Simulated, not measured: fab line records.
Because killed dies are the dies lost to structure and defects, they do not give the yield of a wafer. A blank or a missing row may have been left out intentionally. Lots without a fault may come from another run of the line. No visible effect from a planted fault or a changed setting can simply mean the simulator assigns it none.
Chamber matching -- flow n5 finfet -- 4 sister chambers for N5_BEOL_M0_SAQP_DESCUM_45 on rie diel-01
The step chemistry O2, time 7 s. 4 wafers are shown with their chamber, then 7 later ones without.

## WAFERS WITH THEIR CHAMBER
wafer,chamber,drypump motor current A (A)
L090.5,1,5.8
L090.6,0,4.9
L093.1,3,5.5
L093.2,2,5.2

## WAFERS WHOSE CHAMBER IS MISSING
wafer,drypump motor current A (A)
L093.6,5.7
L095.1,5.6
L095.3,4.9
L095.4,5.8
L097.2,5.5
L097.3,5.2
L097.5,5.2

## THE CHAMBER EACH PASSED THROUGH
wafer,from the rows above,in truth
L093.6,can't be placed: 1 or 3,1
L095.1,can't be placed: 3 or 1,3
L095.3,0,0
L095.4,1,1
L097.2,3,3
L097.3,2,2
L097.5,2,2
Placed correctly: 5 of 7. Not placeable from these rows: 2 (in 2, the candidates include the true chamber). Placed wrongly: 0.
How it was worked out, from the rows above alone: a wafer's distance from a chamber is the root of the sum, over the readings, of the square of ((its reading less the chamber's mean) divided by the reading's scatter). If the next closest chamber is less than 2 further off than the closest, the wafer can't be placed; otherwise it belongs to the closest. For every chamber, the mean is computed from those of its wafers that are shown. The scatter: root of mean squared gap, hidden wafer to nearest shown wafer, with one shown wafer a chamber.
